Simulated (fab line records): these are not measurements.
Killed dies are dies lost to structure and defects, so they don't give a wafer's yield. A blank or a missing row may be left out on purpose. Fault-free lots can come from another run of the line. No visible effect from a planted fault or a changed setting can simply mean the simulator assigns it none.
Which of the tools did it? :: flow n5Finfet :: 29 wafers sampled from 10 lots at 1 step of a route of 1938

== WHAT EACH GAUGE READ, for each wafer ==
N5_SD_EPI_P_INSPECT_11: inspects for defects (macro).
lot: L356
measured: day 3 11:20
on: defectInspect-01
rawDefectCount: 5 1 0

lot: L357
measured: day 3 16:05
on: defectInspect-01
rawDefectCount: 2 1

lot: L359
measured: day 4 07:05
on: defectInspect-01
rawDefectCount: 2 2 0

lot: L361
measured: day 4 18:02
on: defectInspect-02
rawDefectCount: 2 1 6

lot: L365
measured: day 5 18:16
on: defectInspect-01
rawDefectCount: 5 3 4

lot: L369
measured: day 6 18:47
on: defectInspect-02
rawDefectCount: 1 1 1

lot: L373
measured: day 7 17:25
on: defectInspect-02
rawDefectCount: 2 2 1

lot: L375
measured: day 8 04:36
on: defectInspect-02
rawDefectCount: 2 4 1

lot: L377
measured: day 8 18:29
on: defectInspect-01
rawDefectCount: 2 3 2

lot: L378
measured: day 8 23:09
on: defectInspect-01
rawDefectCount: 1 1 1

== EACH LOT AND THE TOOL THAT RAN IT (in order: tool; ch and the chambers of the sampled wafers; start) ==
There is no process step in the record ahead of these readings.

== THE ANSWER, worked out from the rows above alone ==
Rule: usual is defined by the lots themselves. The widest of any qualifying gaps counts: lots, ordered by their means at a reading, are off when they make up no more than a third of the lots, leave a main group of 4 or more, and stand apart from it by 3 or more times the standard deviation of that group's means. A main group whose means are all the same, to the digits that the tables above print for the reading, isn't used. Also off: a lot with no number at a reading for which 4 or more lots have one. Where the step has rows for the other lots, those lots are counted as sound.
None of the lots is off at any reading shown; this tells nothing.

== WHAT WAS PUT IN BY THE SIMULATOR ==
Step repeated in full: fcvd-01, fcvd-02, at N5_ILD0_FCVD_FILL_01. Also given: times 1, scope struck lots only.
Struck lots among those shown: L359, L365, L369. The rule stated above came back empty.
